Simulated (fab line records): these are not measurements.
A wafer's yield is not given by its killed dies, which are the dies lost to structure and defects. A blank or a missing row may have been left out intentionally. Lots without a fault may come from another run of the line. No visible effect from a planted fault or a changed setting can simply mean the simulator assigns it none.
fab line records	flow n5-finfet
record lots=7	wafers=39
route steps=1938 shown WELL_APT@26 PMOS_HMC_CHANNEL_EPI@64 SD_EPI_P@321 HKMG_FIN@454 MOL_CONTACT_COAG@584 BEOL_M0@736 BEOL_M2@884 BEOL_M3@950 BEOL_M5@1115 BEOL_M6@1239 BEOL_M9@1417 BEOL_M11@1592 BEOL_M14@1744 MIM_TOP_LITHO@1845 PASSIVATION@1936
start-h: hours from the record's opening day to when the first of the lot's shown wafers began	wait-h: hours from the lot's prior step to this one	" the same as in the row above	L1.1+2: a single row standing in for several wafers	- no value present, or no start provided	* or withheld: withheld	< > ~ a bound
route shown NAME@n: a module of which the file shows steps, and the number in the route of the first	usual: the fault-free wafers' mean and standard deviation	same: alike in all rows	chamber/n: place in a boat	sites: each site's reading	_std_site: how widely they spread, as a standard deviation	_edge_site: mean of outer sites minus mean of inner sites	radius-mm: for every site, how far away it sits from the centre of the wafer	mask NAME#n: copy n	behind: tool/chamber where the wafer was last shaped	hold: reason for holding the lot/hours on hold/outcome of the hold	device: transistor that didn't switch, given as n, p or np	end of line: the route-end tests of the same wafers	a step with no rows: only its recipe	killed: at the first sort, the dies lost to defects and structure; wafer yield is something else	map: the dies of a wafer, with x for killed, . for not killed, _ for no die there
set.NAME: setting as actually run; set.NAME@STEP: the setting as run at that earlier step	model.NAME: the simulator's own value behind a step, which no gauge read
lots whose settings were changed on purpose; a table a step, a row a wafer
## steps
# step N5_WELL_APT_DEVELOP_07
# recipe develop-time-s=45	rinse-liquid=surfactant-rinse	dry=air-spin	dev-temp-c=21
# step N5_PMOS_HMC_CHANNEL_EPI_DEVELOP_08
# recipe develop-time-s=30	developer=TMAH	resist=CAR-ArF-block	dev-temp-c=23	rinse-liquid=diw	dry=air-spin
# step N5_SD_EPI_P_EPI_21
# recipe material=SiGe:B	dopant=B	temp-c=550	pressure-torr=20	ambient=H2	time-s=355
# step N5_HKMG_FIN_ETCHBACK_68
# recipe chemistry=Cl2/Ar	stop-on=HfO2	target-depth-a=5	pressure-mtorr=10	icp-w=600	bias-w=60	Cl2_flow_sccm=40	Ar_flow_sccm=60
# step N5_MOL_CONTACT_COAG_ETCHBACK_135
# recipe chemistry=CHF3	target=SiO2	target-depth-a=250	time-s=16.7	ion-energy-ev=200	pressure-mtorr=30	source-w=610	bias-w=170	Ar_flow_sccm=200	CHF3_flow_sccm=50
# step N5_BEOL_M0_SPUTTER_132
# recipe material=Cu	target-thk-a=40	temp-c=-20	chamber-pressure-pa=0.07	power-w=withheld	time-s=7.37
# step N5_BEOL_M2_ETCH_70
# recipe chemistry=N2/H2	target=SOC	target-depth-a=800	overetch-a=240	mask-material=SiARC	temp-c=40	time-s=130	ion-energy-ev=200	pressure-mtorr=30	source-w=840	bias-w=150	n2-flow-sccm=200	h2-flow-sccm=200
# step N5_BEOL_M3_ETCH_64
# recipe chemistry=N2/H2	target=SOC	target-depth-a=750	overetch-a=150	mask-material=SiARC	temp-c=40	time-s=112.5	ion-energy-ev=200	pressure-mtorr=30	source-w=840	bias-w=150	n2-flow-sccm=200	h2-flow-sccm=200
# step N5_BEOL_M5_PECVD_70
# recipe material=SiO2	target-thk-a=160	temp-c=400	precursor=TEOS/O2	pressure-torr=5.5	rf-w=450	teos-flow-sccm=53.8	gas=O2	flow-sccm=3000	time-s=18
# step N5_BEOL_M6_TRENCH_ETCH_37
# recipe chemistry=C4F6/O2	target-depth-a=944.35	target=SiCOH_lowk	time-s=31.5	ion-energy-ev=250	pressure-mtorr=30	source-w=345	bias-w=185	Ar_flow_sccm=300	C4F6_flow_sccm=10	O2_flow_sccm=10
# step N5_BEOL_M9_DESCUM_16
# recipe chemistry=O2	time-s=7.9	source-power-w=50	bias-power-w=20	pressure-mtorr=20	rf-frequency-hz=2.712e+07	temp-c=40	resist=CAR-ArF	o2-flow-sccm=225
# step N5_BEOL_M11_CVD_75
# recipe material=Co	target-thk-a=20	temp-c=withheld	precursor=CCTBA/H2	pressure-torr=30	time-s=138.9
# step N5_BEOL_M14_DEVELOP_27
# recipe develop-time-s=45	rinse-liquid=diw	dry=air-spin	dev-temp-c=21
# step N5_MIM_TOP_LITHO_DEVELOP_07
# recipe develop-time-s=60	rinse-liquid=diw	dry=air-spin	dev-temp-c=21
# step N5_PASSIVATION_PROBE_49
# usual killed_at_M0_to_M3=33/10
lot.wafer	tool	chamber	start-h	wait-h	set.develop-time-s@WELL_APT_DEVELOP_07	set.develop-time-s@PMOS_HMC_CHANNEL_EPI_DEVELOP_08	set.time-s@SD_EPI_P_EPI_21	set.target-depth-a@HKMG_FIN_ETCHBACK_68	set.target-depth-a@MOL_CONTACT_COAG_ETCHBACK_135	set.target-thk-a@BEOL_M0_SPUTTER_132	set.time-s@BEOL_M2_ETCH_70	set.time-s@BEOL_M3_ETCH_64	set.time-s@BEOL_M5_PECVD_70	set.time-s@BEOL_M6_TRENCH_ETCH_37	set.time-s@BEOL_M9_DESCUM_16	set.target-thk-a@BEOL_M11_CVD_75	set.develop-time-s@BEOL_M14_DEVELOP_27	set.develop-time-s@MIM_TOP_LITHO_DEVELOP_07	killed_at_M0_to_M3
L078.1	prober-01	-	305.40	0.0	33.09	30	355	5	250	49.25	130	112.5	18	38.22	7.9	16.56	45	60	54
L078.2	prober-01	-	305.45	0.1	33.09	18.69	355	5	250	40	130	112.5	18	38.22	7.9	20	45	60	18
L078.3	prober-01	-	305.50	0.1	33.09	18.69	355	3.856	250	40	81.98	112.5	18	38.22	7.9	20	18.27	60	30
L078.4	prober-01	-	305.55	0.2	45	18.69	355	3.856	250	49.25	81.98	112.5	18	31.5	7.9	16.56	18.27	60	23
L078.5	prober-01	-	305.60	0.2	45	30	355	3.856	250	40	130	112.5	18	31.5	7.9	16.56	18.27	60	32
L078.6	prober-01	-	305.65	0.3	45	30	355	5	250	49.25	81.98	112.5	18	31.5	7.9	20	45	60	27
L077.1	prober-02	-	306.65	0.0	45	30	355	5	250	40	173.3	55.45	18	31.5	7.9	28.42	45	80.92	1101
L077.2	prober-02	-	306.70	0.1	45	39.49	355	5	250	40	173.3	112.5	18	20.59	5.245	20	45	80.92	22
L077.3	prober-02	-	306.75	0.1	45	39.49	355	5	154.9	33.16	173.3	55.45	18	31.5	7.9	20	45	60	1106
L077.4	prober-02	-	306.80	0.2	45	39.49	355	5	154.9	40	130	112.5	18	31.5	5.245	28.42	23.78	60	22
L077.5	prober-02	-	306.85	0.2	45	30	355	5	250	33.16	130	55.45	18	20.59	5.245	20	23.78	80.92	1104
L077.6	prober-02	-	306.90	0.3	45	30	355	5	154.9	33.16	130	112.5	18	20.59	7.9	28.42	23.78	60	21
L085.1	prober-01	-	346.53	0.0	45	18.52	355	5	106.8	40	130	175.1	18	14.44	12.2	20	45	70.24	28
L085.2	prober-01	-	346.58	0.1	35.06	30	355	5	250	40	130	112.5	11.22	31.5	12.2	20	45	60	37
L085.3	prober-01	-	346.63	0.1	45	18.52	355	6.051	250	40	130	112.5	18	14.44	12.2	20	36.13	60	47
L085.4	prober-01	-	346.68	0.2	35.06	18.52	210.4	6.051	106.8	40	130	112.5	11.22	31.5	7.9	20	45	60	36
L085.5	prober-01	-	346.73	0.2	35.06	30	210.4	5	106.8	40	130	175.1	18	31.5	7.9	20	36.13	70.24	45
L085.6	prober-01	-	346.78	0.3	45	30	210.4	6.051	250	40	130	175.1	11.22	14.44	7.9	20	36.13	70.24	43
L084.1	prober-02	-	352.11	0.0	45	42.27	269	3.054	355.5	40	130	58.75	12.11	31.5	4.492	25.95	45	60	1084
L084.2	prober-02	-	352.16	0.1	70.19	42.27	355	5	250	22	130	112.5	18	20.59	4.492	25.95	45	60	41
L084.3	prober-02	-	352.21	0.1	45	30	355	3.054	355.5	40	153.7	112.5	18	31.5	4.492	20	45	60	43
L084.4	prober-02	-	352.26	0.2	70.19	30	269	5	355.5	22	153.7	58.75	12.11	31.5	7.9	25.95	45	60	1096
L084.5	prober-02	-	352.31	0.2	70.19	30	269	3.054	250	22	130	58.75	18	20.59	7.9	20	45	60	1094
L084.6	prober-02	-	352.36	0.3	45	42.27	355	5	250	40	153.7	112.5	12.11	20.59	7.9	20	45	60	24
L088.1	prober-01	-	376.13	0.0	61.81	41.03	355	2.383	181	40	95.01	112.5	26.98	31.5	5.554	20	45	60	34
L088.2	prober-01	-	376.18	0.1	45	30	355	2.383	250	40	130	112.5	18	31.5	7.9	31.36	45	60	44
L088.3	prober-01	-	376.23	0.1	61.81	41.03	355	5	250	40	130	139	26.98	31.5	5.554	31.36	45	60	32
L088.4	prober-01	-	376.28	0.2	61.81	30	238.2	5	181	40	95.01	112.5	26.98	31.5	7.9	31.36	45	60	26
L088.5	prober-01	-	376.33	0.2	45	41.03	238.2	2.383	250	40	95.01	139	18	31.5	5.554	20	45	60	33
L088.6	prober-01	-	376.38	0.3	45	30	238.2	5	181	40	130	139	18	31.5	7.9	20	45	60	27
L089.1	prober-02	-	376.72	0.0	34.51	30	355	2.651	250	47.63	130	112.5	18	45.88	7.9	20	70.87	25.13	23
L089.2	prober-02	-	376.77	0.1	45	30	355	5	140.5	47.63	130	64.17	18	31.5	7.9	31.6	45	25.13	1108
L089.3	prober-02	-	376.82	0.1	45	30	355	5	250	40	130	64.17	10.3	31.5	7.9	20	70.87	60	1132
L089.4	prober-02	-	376.87	0.2	34.51	30	355	5	250	40	130	112.5	18	31.5	5.675	20	45	25.13	38
L089.5	prober-02	-	376.92	0.2	34.51	30	355	2.651	140.5	40	130	64.17	10.3	45.88	5.675	31.6	45	60	1121
L089.6	prober-02	-	376.97	0.3	45	30	355	2.651	140.5	47.63	130	112.5	10.3	45.88	5.675	31.6	70.87	60	48
L090.2	prober-02	-	390.25	0.1	45	30	355	5	250	40	130	112.5	18	31.5	7.9	20	45	60	35
L090.4	prober-02	-	390.35	0.2	45	30	355	5	250	40	130	112.5	18	31.5	7.9	20	45	60	21
L090.6	prober-02	-	390.45	0.3	45	30	355	5	250	40	130	112.5	18	31.5	7.9	20	45	60	48
# killed by level:class
L078.1 BEOL_M3:geometric-particle:open=21 BEOL_M0_SAQP:geometric-particle:open=12 BEOL_M4:geometric-particle:open=11 DUMMY_GATE:geometric-particle:open=8 MOL_CONTACT_COAG:geometric-particle:open=8 BEOL_M1:geometric-particle:open=7 BEOL_M3:geometric-particle:short=6 STARTING-WAFER:geometric-particle:open=5
L078.2 MOL_CONTACT_COAG:geometric-particle:open=15 MOL_CONTACT_COAG:geometric-particle:short=9 STI_FIN_REVEAL:geometric-particle:open=7 BEOL_M4:geometric-particle:open=7 DUMMY_GATE:geometric-particle:open=6 STARTING-WAFER:geometric-particle:open=6 GATE_CUT:geometric-particle:open=5 GATE_CUT:geometric-particle:short=4
L078.3 GATE_CUT:geometric-particle:short=11 BEOL_M0_SAQP:geometric-particle:open=8 FIN_SAQP:geometric-particle:short=7 STI_FIN_REVEAL:geometric-particle:open=7 BEOL_M0_SAQP:geometric-particle:short=7 BEOL_M4:geometric-particle:open=7 FIN_SAQP:geometric-particle:open=5 BEOL_M3:geometric-particle:open=5
L078.4 FIN_SAQP:geometric-particle:short=12 BEOL_M4:geometric-particle:open=10 BEOL_M1:geometric-particle:open=7 STI_FIN_REVEAL:geometric-particle:open=6 MOL_CONTACT_COAG:geometric-particle:open=5 DUMMY_GATE:geometric-particle:open=4 GATE_CUT:geometric-particle:short=4 GATE_CUT:geometric-particle:open=4
L078.5 STI_FIN_REVEAL:geometric-particle:open=14 BEOL_M4:geometric-particle:open=14 BEOL_M0_SAQP:geometric-particle:open=9 BEOL_M0_SAQP:geometric-particle:short=8 MOL_CONTACT_COAG:geometric-particle:short=6 MOL_CONTACT_COAG:geometric-particle:open=6 FIN_SAQP:geometric-particle:short=4 DUMMY_GATE:geometric-particle:short=4
L078.6 STI_FIN_REVEAL:geometric-particle:open=14 MOL_CONTACT_COAG:geometric-particle:open=9 ILD0:geometric-particle:short=6 FIN_SAQP:geometric-particle:open=5 BEOL_M3:geometric-particle:open=5 DUMMY_GATE:geometric-particle:open=4 ILD0:geometric-particle:open=4 BEOL_M0_SAQP:geometric-particle:open=4
L077.1 BEOL_M3:area-etch=1076 BEOL_M4:geometric-particle:open=16 MOL_CONTACT_COAG:geometric-particle:open=14 STI_FIN_REVEAL:geometric-particle:open=9 FIN_SAQP:geometric-particle:open=8 BEOL_M0_SAQP:geometric-particle:short=7 BEOL_M1:geometric-particle:open=6 BEOL_M0_SAQP:geometric-particle:open=5
L077.2 BEOL_M6:area-ecd=45 MOL_CONTACT_COAG:geometric-particle:open=11 STI_FIN_REVEAL:geometric-particle:open=9 BEOL_M3:geometric-particle:open=8 FIN_SAQP:geometric-particle:short=6 STARTING-WAFER:geometric-particle:open=5 BEOL_M0_SAQP:geometric-particle:open=5 DUMMY_GATE:geometric-particle:open=4
L077.3 BEOL_M3:area-etch=1083 STI_FIN_REVEAL:geometric-particle:open=13 MOL_CONTACT_COAG:geometric-particle:open=12 STARTING-WAFER:geometric-particle:short=7 FIN_SAQP:geometric-particle:open=6 BEOL_M3:geometric-particle:open=5 MOL_CONTACT_COAG:geometric-particle:short=5 BEOL_M2:geometric-particle:open=5
L077.4 MOL_CONTACT_COAG:geometric-particle:open=21 STI_FIN_REVEAL:geometric-particle:open=11 BEOL_M3:geometric-particle:open=6 FIN_SAQP:geometric-particle:open=5 BEOL_M0_SAQP:geometric-particle:open=5 BEOL_M4:geometric-particle:open=5 FIN_SAQP:geometric-particle:short=3 GATE_CUT:geometric-particle:short=3
L077.5 BEOL_M3:area-etch=1064 STI_FIN_REVEAL:geometric-particle:open=22 BEOL_M1:geometric-particle:open=12 MOL_CONTACT_COAG:geometric-particle:open=11 FIN_SAQP:geometric-particle:short=8 BEOL_M3:geometric-particle:open=8 FIN_SAQP:geometric-particle:open=5 STARTING-WAFER:geometric-particle:short=5
L077.6 BEOL_M6:area-ecd=38 STI_FIN_REVEAL:geometric-particle:open=14 FIN_SAQP:geometric-particle:open=12 MOL_CONTACT_COAG:geometric-particle:open=12 FIN_SAQP:geometric-particle:short=8 STARTING-WAFER:geometric-particle:short=6 STI_FIN_REVEAL:geometric-particle:short=5 MOL_CONTACT_COAG:geometric-particle:short=5
L085.1 BEOL_M6:area-ecd=1082 MOL_CONTACT_COAG:geometric-particle:open=23 BEOL_M0_SAQP:geometric-particle:short=7 DUMMY_GATE:geometric-particle:open=6 BEOL_M1:geometric-particle:open=6 BEOL_M2:geometric-particle:open=6 STI_FIN_REVEAL:geometric-particle:short=5 STARTING-WAFER:geometric-particle:short=5
L085.2 STI_FIN_REVEAL:geometric-particle:open=12 MOL_CONTACT_COAG:geometric-particle:open=9 DUMMY_GATE:geometric-particle:open=7 BEOL_M0:geometric-particle:open=7 BEOL_M0_SAQP:geometric-particle:short=7 MOL_CONTACT_COAG:geometric-particle:short=5 BEOL_M0_SAQP:geometric-particle:open=5 BEOL_M2:geometric-particle:open=5
L085.3 BEOL_M6:area-ecd=1050 MOL_CONTACT_COAG:geometric-particle:open=15 BEOL_M0_SAQP:geometric-particle:short=12 BEOL_M3:geometric-particle:open=12 BEOL_M0_SAQP:geometric-particle:open=11 DUMMY_GATE:geometric-particle:open=7 BEOL_M2:geometric-particle:open=6 FIN_SAQP:geometric-particle:short=5
L085.4 BEOL_M2:geometric-particle:open=11 MOL_CONTACT_COAG:geometric-particle:open=10 STI_FIN_REVEAL:geometric-particle:open=7 DUMMY_GATE:geometric-particle:open=7 MOL_CONTACT_COAG:geometric-particle:short=6 BEOL_M0_SAQP:geometric-particle:open=6 BEOL_M3:geometric-particle:open=6 BEOL_M4:geometric-particle:short=5
L085.5 BEOL_M0_SAQP:geometric-particle:short=20 FIN_SAQP:geometric-particle:short=13 BEOL_M0_SAQP:geometric-particle:open=13 MOL_CONTACT_COAG:geometric-particle:open=12 FIN_SAQP:geometric-particle:open=9 BEOL_M5:geometric-particle:open=6 MIM_TOP:geometric-particle:open=4 BEOL_M3:geometric-particle:open=4
L085.6 BEOL_M6:area-ecd=1061 MOL_CONTACT_COAG:geometric-particle:open=18 BEOL_M0_SAQP:geometric-particle:open=14 BEOL_M0_SAQP:geometric-particle:short=9 MOL_CONTACT_COAG:geometric-particle:short=8 BEOL_M2:geometric-particle:short=8 BEOL_M3:geometric-particle:open=8 FIN_SAQP:geometric-particle:short=6
L084.1 BEOL_M3:area-etch=1053 MOL_CONTACT_COAG:geometric-particle:open=28 FIN_SAQP:geometric-particle:open=12 FIN_SAQP:geometric-particle:short=8 DUMMY_GATE:geometric-particle:open=7 BEOL_M3:geometric-particle:open=7 BEOL_M4:geometric-particle:open=7 GATE_CUT:geometric-particle:short=5
L084.2 BEOL_M6:area-ecd=34 FIN_SAQP:geometric-particle:short=15 MOL_CONTACT_COAG:geometric-particle:open=12 BEOL_M0:interface-void-opened=9 FIN_SAQP:geometric-particle:open=7 BEOL_M0:geometric-particle:open=7 BEOL_M0_SAQP:geometric-particle:short=6 STARTING-WAFER:geometric-particle:short=5
L084.3 MOL_CONTACT_COAG:geometric-particle:open=21 BEOL_M0_SAQP:geometric-particle:open=12 STI_FIN_REVEAL:geometric-particle:open=9 BEOL_M0_SAQP:geometric-particle:short=9 BEOL_M1:geometric-particle:open=8 MOL_CONTACT_COAG:geometric-particle:short=5 BEOL_M2:geometric-particle:open=5 BEOL_M4:geometric-particle:open=5
L084.4 BEOL_M3:area-etch=1057 MOL_CONTACT_COAG:geometric-particle:open=19 BEOL_M1:geometric-particle:open=12 GATE_CUT:geometric-particle:open=9 FIN_SAQP:geometric-particle:open=8 FIN_SAQP:geometric-particle:short=7 BEOL_M3:geometric-particle:open=7 DUMMY_GATE:geometric-particle:open=6
L084.5 BEOL_M3:area-etch=1056 MOL_CONTACT_COAG:geometric-particle:open=22 STI_FIN_REVEAL:geometric-particle:open=12 FIN_SAQP:geometric-particle:short=10 DUMMY_GATE:geometric-particle:open=9 MOL_CONTACT_COAG:geometric-particle:short=9 BEOL_M0_SAQP:geometric-particle:open=7 BEOL_M3:geometric-particle:open=6
L084.6 BEOL_M6:area-ecd=25 MOL_CONTACT_COAG:geometric-particle:open=17 STI_FIN_REVEAL:geometric-particle:open=10 FIN_SAQP:geometric-particle:short=9 BEOL_M4:geometric-particle:open=8 BEOL_M2:geometric-particle:open=7 BEOL_M0_SAQP:geometric-particle:open=6 BEOL_M4:geometric-particle:short=6
L088.1 MOL_CONTACT_COAG:geometric-particle:open=17 STI_FIN_REVEAL:geometric-particle:open=11 BEOL_M0_SAQP:geometric-particle:short=11 FIN_SAQP:geometric-particle:open=9 BEOL_M2:geometric-particle:open=8 BEOL_M0_SAQP:geometric-particle:open=7 MOL_CONTACT_COAG:geometric-particle:short=6 BEOL_M4:geometric-particle:open=5
L088.2 BEOL_M0_SAQP:geometric-particle:short=13 MOL_CONTACT_COAG:geometric-particle:open=10 BEOL_M2:geometric-particle:open=9 GATE_CUT:geometric-particle:open=6 BEOL_M0_SAQP:geometric-particle:open=6 BEOL_M1:geometric-particle:open=6 GATE_CUT:geometric-particle:short=5 STI_FIN_REVEAL:geometric-particle:open=4
L088.3 STI_FIN_REVEAL:geometric-particle:open=15 MOL_CONTACT_COAG:geometric-particle:open=12 BEOL_M0_SAQP:geometric-particle:short=12 BEOL_M0_SAQP:geometric-particle:open=10 FIN_SAQP:geometric-particle:open=8 GATE_CUT:geometric-particle:open=6 FIN_SAQP:geometric-particle:short=5 MOL_CONTACT_COAG:geometric-particle:short=5
L088.4 STI_FIN_REVEAL:geometric-particle:open=14 MOL_CONTACT_COAG:geometric-particle:open=13 FIN_SAQP:geometric-particle:open=8 BEOL_M4:geometric-particle:open=8 GATE_CUT:geometric-particle:short=5 BEOL_M1:geometric-particle:open=5 BEOL_M0_SAQP:geometric-particle:open=4 BEOL_M0_SAQP:geometric-particle:short=4
L088.5 MOL_CONTACT_COAG:geometric-particle:open=13 BEOL_M2:geometric-particle:open=8 BEOL_M0_SAQP:geometric-particle:open=7 FIN_SAQP:geometric-particle:open=6 BEOL_M1:geometric-particle:open=5 FIN_SAQP:geometric-particle:short=5 MOL_CONTACT_COAG:geometric-particle:short=5 BEOL_M4:geometric-particle:open=5
L088.6 BEOL_M4:geometric-particle:open=10 BEOL_M2:geometric-particle:open=8 MOL_CONTACT_COAG:geometric-particle:open=8 BEOL_M5:geometric-particle:open=8 DUMMY_GATE:geometric-particle:open=7 BEOL_M0_SAQP:geometric-particle:open=7 FIN_SAQP:geometric-particle:open=6 DUMMY_GATE:geometric-particle:short=5
L089.1 FIN_SAQP:geometric-particle:short=16 MOL_CONTACT_COAG:geometric-particle:open=15 MOL_CONTACT_COAG:geometric-particle:short=7 BEOL_M3:geometric-particle:open=7 FIN_SAQP:geometric-particle:open=5 BEOL_M0_SAQP:geometric-particle:short=5 DUMMY_GATE:geometric-particle:open=4 STI_FIN_REVEAL:geometric-particle:open=3
L089.2 BEOL_M3:area-etch=1069 MOL_CONTACT_COAG:geometric-particle:open=8 BEOL_M0_SAQP:geometric-particle:short=8 BEOL_M0_SAQP:geometric-particle:open=8 FIN_SAQP:geometric-particle:short=7 BEOL_M1:geometric-particle:open=7 BEOL_M2:geometric-particle:open=6 STI_FIN_REVEAL:geometric-particle:open=6
L089.3 BEOL_M3:area-etch=1085 BEOL_M2:geometric-particle:open=13 FIN_SAQP:geometric-particle:short=11 BEOL_M0_SAQP:geometric-particle:open=10 MOL_CONTACT_COAG:geometric-particle:open=7 BEOL_M3:geometric-particle:open=6 FIN_SAQP:geometric-particle:open=5 BEOL_M0_SAQP:geometric-particle:short=5
L089.4 BEOL_M0_SAQP:geometric-particle:short=14 FIN_SAQP:geometric-particle:short=8 BEOL_M3:geometric-particle:open=8 FIN_SAQP:geometric-particle:open=7 MOL_CONTACT_COAG:geometric-particle:open=7 BEOL_M2:geometric-particle:open=6 DUMMY_GATE:geometric-particle:open=5 BEOL_M4:geometric-particle:short=4
L089.5 BEOL_M3:area-etch=1097 MOL_CONTACT_COAG:geometric-particle:open=11 FIN_SAQP:geometric-particle:open=8 BEOL_M0_SAQP:geometric-particle:short=7 BEOL_M0_SAQP:geometric-particle:open=5 FIN_SAQP:geometric-particle:short=4 GATE_CUT:geometric-particle:short=4 BEOL_M4:geometric-particle:short=3
L089.6 BEOL_M6:area-etch=22 BEOL_M0_SAQP:geometric-particle:open=14 BEOL_M2:geometric-particle:open=10 BEOL_M0_SAQP:geometric-particle:short=9 FIN_SAQP:geometric-particle:short=8 BEOL_M1:geometric-particle:open=6 BEOL_M4:geometric-particle:open=6 GATE_CUT:geometric-particle:short=5
L090.2 BEOL_M4:geometric-particle:open=10 BEOL_M0_SAQP:geometric-particle:short=7 BEOL_M3:geometric-particle:open=7 BEOL_M0_SAQP:geometric-particle:open=6 FIN_SAQP:geometric-particle:short=5 BEOL_M4:geometric-particle:short=5 STI_FIN_REVEAL:geometric-particle:open=4 MOL_CONTACT_COAG:geometric-particle:open=4
L090.4 DUMMY_GATE:geometric-particle:open=9 FIN_SAQP:geometric-particle:short=8 BEOL_M0_SAQP:geometric-particle:short=6 MOL_CONTACT_COAG:geometric-particle:open=5 BEOL_M0_SAQP:geometric-particle:open=5 BEOL_M0:geometric-particle:open=4 BEOL_M4:geometric-particle:open=4 BEOL_M5:geometric-particle:open=4
L090.6 BEOL_M4:geometric-particle:open=15 BEOL_M2:geometric-particle:open=12 BEOL_M0_SAQP:geometric-particle:open=11 BEOL_M4:geometric-particle:short=10 BEOL_M0_SAQP:geometric-particle:short=9 STI_FIN_REVEAL:geometric-particle:open=7 FIN_SAQP:geometric-particle:open=6 BEOL_M0:geometric-particle:open=6
## key
split step=N5_WELL_APT_DEVELOP_07	setting=develop-time-s	stated-as=45
response none clear
split step=N5_PMOS_HMC_CHANNEL_EPI_DEVELOP_08	setting=develop-time-s	stated-as=30
response none clear
split step=N5_SD_EPI_P_EPI_21	setting=time-s	stated-as=355
response none clear
split step=N5_HKMG_FIN_ETCHBACK_68	setting=target-depth-a	stated-as=5
response none clear
split step=N5_MOL_CONTACT_COAG_ETCHBACK_135	setting=target-depth-a	stated-as=250
response none clear
split step=N5_BEOL_M0_SPUTTER_132	setting=target-thk-a	stated-as=40
response none clear
split step=N5_BEOL_M2_ETCH_70	setting=time-s	stated-as=130
response none clear
split step=N5_BEOL_M3_ETCH_64	setting=time-s	stated-as=112.5
response step=N5_PASSIVATION_PROBE_49	reading=killed_at_M0_to_M3	slope=-14.8	per=1%	together-with=all	explained=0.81
split step=N5_BEOL_M5_PECVD_70	setting=time-s	stated-as=18
response none clear
split step=N5_BEOL_M6_TRENCH_ETCH_37	setting=time-s	stated-as=31.5
response none clear
split step=N5_BEOL_M9_DESCUM_16	setting=time-s	stated-as=7.9
response none clear
split step=N5_BEOL_M11_CVD_75	setting=target-thk-a	stated-as=20
response none clear
split step=N5_BEOL_M14_DEVELOP_27	setting=develop-time-s	stated-as=45
response none clear
split step=N5_MIM_TOP_LITHO_DEVELOP_07	setting=develop-time-s	stated-as=60
response none clear
